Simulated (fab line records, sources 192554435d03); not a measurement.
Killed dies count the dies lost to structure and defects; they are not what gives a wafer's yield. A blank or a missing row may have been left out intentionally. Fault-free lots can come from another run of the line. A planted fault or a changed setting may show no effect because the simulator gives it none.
8D (eight disciplines) problem report, filled in by code	flow n5 finfet	the parts of the form that need people (team, actions taken, sign-off) are left out

1. WHAT IS WRONG
Wafers without a fault read 13, standard deviation 3.8; killed on rim at N5_PASSIVATION_PROBE_49 reads a mean of 51 on 6 wafers belonging to 2 lots. Relative to the usual mean, that is a shift of +9.9 standard deviations.
Earliest sighting: wafer L430.1 on prober-01 at day 14 16:04. At this step, 36 wafers from 12 lots have a number in the record. Rule for "out", or "out of limits": more than 4 standard deviations from the usual mean. The rest of the wafers with a number are treated as sound.

2. WHAT IT IS, AND WHAT IT ISN'T
question	is	is not
which readings at this step	killed on rim	killed_at_M4_up, killed at contacts, killed short, sort_bin_5_function
which lots	L430, L436	L419, L421, L423, L425, L426, L427, L428, L429, L439, L442
which wafers of those lots	all that have a number	-
read on which tools	prober-01	prober-02
when	from day 14 16:04	up to then (24 sound wafers); but 6 sound wafers of L439, L442 came after

3. WHAT RULES OUT EACH SUSPECT
Counting: any tool at a process step up to the reading is kept as a suspect provided that every lot that is out went through it and no sound lot did after the first of them.
- ald sin-01 at N5_SPACER0_ALD_08 (deposits SiNx, target thk 2 nm): kept. It ran every lot that is out, first L430 (day 5 20:39), and no sound lot after that; its last sound lot up to then is L429 (day 5 15:38).
- prober-01 at N5_PASSIVATION_PROBE_49: ruled out as a lasting fault. Following L430 (day 14 16:04), the first lot on it that is out, the sound lots L442 were run on it.
The count leaves ald sin-01 at N5_SPACER0_ALD_08.

4. THE CAUSE (what the simulator had put in)
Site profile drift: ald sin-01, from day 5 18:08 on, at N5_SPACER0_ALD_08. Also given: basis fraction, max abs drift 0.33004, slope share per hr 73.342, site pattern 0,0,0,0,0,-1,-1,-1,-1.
The count eliminated every tool but this one.

5. THE CHAIN OF EFFECTS, in route order
Each row: a reading whose mean over the struck wafers that have a number lies more than 3 standard deviations from the usual. Scope: only readings with a usual standard deviation given in the record; hours: median across lots of the time from each lot's start at the first step in this table that gives one to its start at this step; sigmas: change in usual standard deviations.
hours	step	reading	usual	on struck wafers	change	sigmas
0	N5_PASSIVATION_PROBE_49	killed at front end	39	74	+35	+3.2
0	N5_PASSIVATION_PROBE_49	killed on rim	13	51	+38	+9.9
0	N5_PASSIVATION_PROBE_49	sort n pass	1077	1013	-64	-3.4
0	N5_PASSIVATION_PROBE_49	sort yield pct	91.3 %	85.9	-5.4	-3.4
Its process steps:
- N5_PASSIVATION_PROBE_49
At these later measuring or inspecting steps, every struck wafer for which the step has a row has a number for every such reading, and none has moved that far: N5_PASSIVATION_INSPECT_57.

6. WHAT WOULD HAVE CAUGHT IT SOONER
In this record the first reading out of limits was taken at day 14 16:04, 214 hours after the fault began at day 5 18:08.
No tool reading at N5_SPACER0_ALD_08 that has a usual standard deviation in the record was out on any struck wafer, so an alarm limit of 4 standard deviations on those readings would not have fired.
Lots out: 2; all had begun N5_SPACER0_ALD_08 on ald sin-01 by day 14 16:04. A hold on the tool at that time would have spared none of them.
